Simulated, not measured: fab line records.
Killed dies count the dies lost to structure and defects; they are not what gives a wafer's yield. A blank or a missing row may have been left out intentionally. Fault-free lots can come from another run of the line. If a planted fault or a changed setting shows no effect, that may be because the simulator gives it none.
Matching of chambers || flow n5 finfet || N5_BEOL_M9_DEP_56 on pecvd-02 has 3 sister chambers
The step deposits SiCN from 3MS/NH3, target thk 15 nm, time 26.5 s. 14 wafers are shown with their chamber, then 7 later ones without.

EACH WAFER AND ITS CHAMBER
{"wafer": "L076.1", "chamber": 0, "showerhead plenum p Torr (Torr)": 3.664, "throttle valve pct (%)": 9.6, "rf fwd power W (W)": 200.1}
{"wafer": "L076.2", "chamber": 1, "showerhead plenum p Torr (Torr)": 3.661, "throttle valve pct (%)": 8.7, "rf fwd power W (W)": 198.7}
{"wafer": "L076.4", "chamber": 1, "showerhead plenum p Torr (Torr)": 3.662, "throttle valve pct (%)": 8.4, "rf fwd power W (W)": 199.0}
{"wafer": "L082.4", "chamber": 0, "showerhead plenum p Torr (Torr)": 3.655, "throttle valve pct (%)": 9.5, "rf fwd power W (W)": 200.1}
{"wafer": "L082.5", "chamber": 2, "showerhead plenum p Torr (Torr)": 3.685, "throttle valve pct (%)": 9.6, "rf fwd power W (W)": 198.0}
{"wafer": "L082.6", "chamber": 1, "showerhead plenum p Torr (Torr)": 3.664, "throttle valve pct (%)": 8.6, "rf fwd power W (W)": 199.7}
{"wafer": "L085.1", "chamber": 1, "showerhead plenum p Torr (Torr)": 3.659, "throttle valve pct (%)": 8.6, "rf fwd power W (W)": 199.6}
{"wafer": "L085.3", "chamber": 0, "showerhead plenum p Torr (Torr)": 3.656, "throttle valve pct (%)": 9.2, "rf fwd power W (W)": 199.0}
{"wafer": "L085.5", "chamber": 1, "showerhead plenum p Torr (Torr)": 3.667, "throttle valve pct (%)": 8.5, "rf fwd power W (W)": 199.3}
{"wafer": "L089.1", "chamber": 2, "showerhead plenum p Torr (Torr)": 3.685, "throttle valve pct (%)": 9.5, "rf fwd power W (W)": 200.2}
{"wafer": "L089.2", "chamber": 1, "showerhead plenum p Torr (Torr)": 3.656, "throttle valve pct (%)": 8.9, "rf fwd power W (W)": 200.7}
{"wafer": "L089.3", "chamber": 0, "showerhead plenum p Torr (Torr)": 3.658, "throttle valve pct (%)": 9.5, "rf fwd power W (W)": 198.8}
{"wafer": "L089.4", "chamber": 1, "showerhead plenum p Torr (Torr)": 3.662, "throttle valve pct (%)": 8.6, "rf fwd power W (W)": 199.2}
{"wafer": "L089.5", "chamber": 2, "showerhead plenum p Torr (Torr)": 3.680, "throttle valve pct (%)": 9.4, "rf fwd power W (W)": 199.3}

SIGNATURES (averages over the wafers above)
{"reading": "showerhead plenum p Torr", "chamber 0": 3.65825, "chamber 1": 3.66157, "chamber 2": 3.68333, "scatter within a chamber": 0.00356}
{"reading": "throttle valve pct", "chamber 0": 9.450, "chamber 1": 8.614, "chamber 2": 9.500, "scatter within a chamber": 0.153}
{"reading": "rf fwd power W", "chamber 0": 199.500, "chamber 1": 199.457, "chamber 2": 199.167, "scatter within a chamber": 0.763}
Rule: distance of a wafer from a chamber = root of the sum over the readings of ((wafer's reading minus chamber's mean) / reading's scatter) squared. If the next closest chamber is less than 2 further off than the closest, the wafer can't be placed; otherwise it belongs to the closest. The scatter: the root of (the sum of the squares of (reading less its chamber's mean) over the shown wafers, divided by (wafers less chambers)).

WAFERS WITHOUT THEIR CHAMBER
{"wafer": "L089.6", "showerhead plenum p Torr (Torr)": 3.668, "throttle valve pct (%)": 9.4, "rf fwd power W (W)": 198.5}
{"wafer": "L093.1", "showerhead plenum p Torr (Torr)": 3.675, "throttle valve pct (%)": 9.2, "rf fwd power W (W)": 199.7}
{"wafer": "L093.2", "showerhead plenum p Torr (Torr)": 3.664, "throttle valve pct (%)": 8.7, "rf fwd power W (W)": 198.3}
{"wafer": "L093.3", "showerhead plenum p Torr (Torr)": 3.666, "throttle valve pct (%)": 9.5, "rf fwd power W (W)": 199.8}
{"wafer": "L093.4", "showerhead plenum p Torr (Torr)": 3.665, "throttle valve pct (%)": 8.6, "rf fwd power W (W)": 199.1}
{"wafer": "L093.5", "showerhead plenum p Torr (Torr)": 3.680, "throttle valve pct (%)": 9.5, "rf fwd power W (W)": 200.0}
{"wafer": "L093.6", "showerhead plenum p Torr (Torr)": 3.674, "throttle valve pct (%)": 9.5, "rf fwd power W (W)": 200.0}

CHAMBER TAKEN BY EACH
{"wafer": "L089.6", "from the rows above": "can't be placed: 0 or 2", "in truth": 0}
{"wafer": "L093.1", "from the rows above": "can't be placed: 2 or 0", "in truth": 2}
{"wafer": "L093.2", "from the rows above": 1, "in truth": 1}
{"wafer": "L093.3", "from the rows above": 0, "in truth": 0}
{"wafer": "L093.4", "from the rows above": 1, "in truth": 1}
{"wafer": "L093.5", "from the rows above": 2, "in truth": 2}
{"wafer": "L093.6", "from the rows above": "can't be placed: 2 or 0", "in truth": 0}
Correct placement for 4 of the 7. From these rows, 3 cannot be placed; in 3 the true chamber is one of the candidates. Placed wrongly: 0.
